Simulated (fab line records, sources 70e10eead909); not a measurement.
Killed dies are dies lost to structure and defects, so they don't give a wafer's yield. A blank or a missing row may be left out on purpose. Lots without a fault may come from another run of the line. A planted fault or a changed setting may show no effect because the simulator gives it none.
One fault seen from 3 desks | flow nand_harc | each desk has only its own numbers; what lay behind them comes last

THE METROLOGY DESK
What the gauges read, lot by lot, whatever tool the lot ran on: means of the sampled wafers that have a number. A lot is out of limits, marked OUT, if its mean lies more than 4 standard deviations from the usual mean; the brackets give that distance. Of its 8 readings 7 are shown: those that lie furthest out on some lot.
Columns: A = overlay_x_nm at NHARC_P_M2_OVL_MEAS_10, usual 0.0 nm; B = overlay_y_nm at NHARC_P_M2_OVL_MEAS_10, usual -0.1 nm; C = thk_nm at NHARC_P_BONDPAD_THK_MEAS_33, usual 200.4 nm; D = cd_nm at NHARC_P_BONDPAD_CD_MEAS_09, usual 500.3 nm; E = overlay_x_nm at NHARC_P_BONDPAD_OVL_MEAS_38, usual 1 nm; F = overlay_y_nm at NHARC_P_BONDPAD_OVL_MEAS_38, usual 0 nm; G = cd_nm at NHARC_P_BONDPAD_CD_MEAS_13, usual 499.8 nm
lot  | first seen here | A    | B    | C     | D     | E   | F  | G
L450 | day 6 09:37     | 0.2  | -0.2 | 200.1 | 501.5 | 3   | 1  | 500.5
L454 | day 7 01:07     | -0.8 | -0.8 | 198.5 | 497.8 | -0  | -5 | 496.9
L457 | day 7 22:11     | -0.5 | 0.5  | 199.5 | 500.5 | -10 | 1  | 499.7
L466 | day 10 05:23    | 0.5  | -0.4 | 199.2 | 501.4 | 2   | 11 | 500.2
L471 | day 11 13:37    | 2.1  | 0.8  | 200.0 | 499.7 | 4   | -5 | 499.4
This desk's finding: nothing out of limits on any of the 5 lots.

THE DEFECT DESK
What the inspections along the route counted, lot by lot: means of the sampled wafers that have a number. A lot is out of limits, marked OUT, if its mean lies more than 4 standard deviations from the usual mean; the brackets give that distance.
Columns: A = raw_defect_count at NHARC_P_M2_INSPECT_11, usual 4.3; B = raw_defect_count at NHARC_P_M2_INSPECT_27, usual 349
lot  | first seen here | A   | B
L450 | day 6 09:39     | 5.0 | 371
L454 | day 7 01:09     | 3.0 | 224
L457 | day 7 22:13     | 3.3 | 370
L466 | day 10 05:25    | 5.3 | 474
L471 | day 11 13:38    | 3.0 | 225
This desk's finding: nothing out of limits on any of the 5 lots.

THE TOOL OWNER'S DESK: pvd_sputter-03
The tool's own readings at NHARC_P_M2_PVD_21 (deposits Cu, target thk 30 nm, time 20.49 s): means of the sampled wafers that have a number, for each lot that ran on this tool. A lot is out of limits, marked OUT, if its mean lies more than 4 standard deviations from the usual mean; the brackets give that distance.
Columns: A = throttle_valve_pct at NHARC_P_M2_PVD_21, usual 30.5 %
lot  | first seen here | A
L457 | day 7 23:31     | 30.5
L466 | day 10 06:44    | 30.1
This desk's finding: nothing out of limits on any of the 2 lots.

PUT TOGETHER
The metrology desk saw nothing out of limits.
The defect desk saw nothing out of limits.
The tool owner's desk saw nothing out of limits.

WHAT THE SIMULATOR HAD PUT IN
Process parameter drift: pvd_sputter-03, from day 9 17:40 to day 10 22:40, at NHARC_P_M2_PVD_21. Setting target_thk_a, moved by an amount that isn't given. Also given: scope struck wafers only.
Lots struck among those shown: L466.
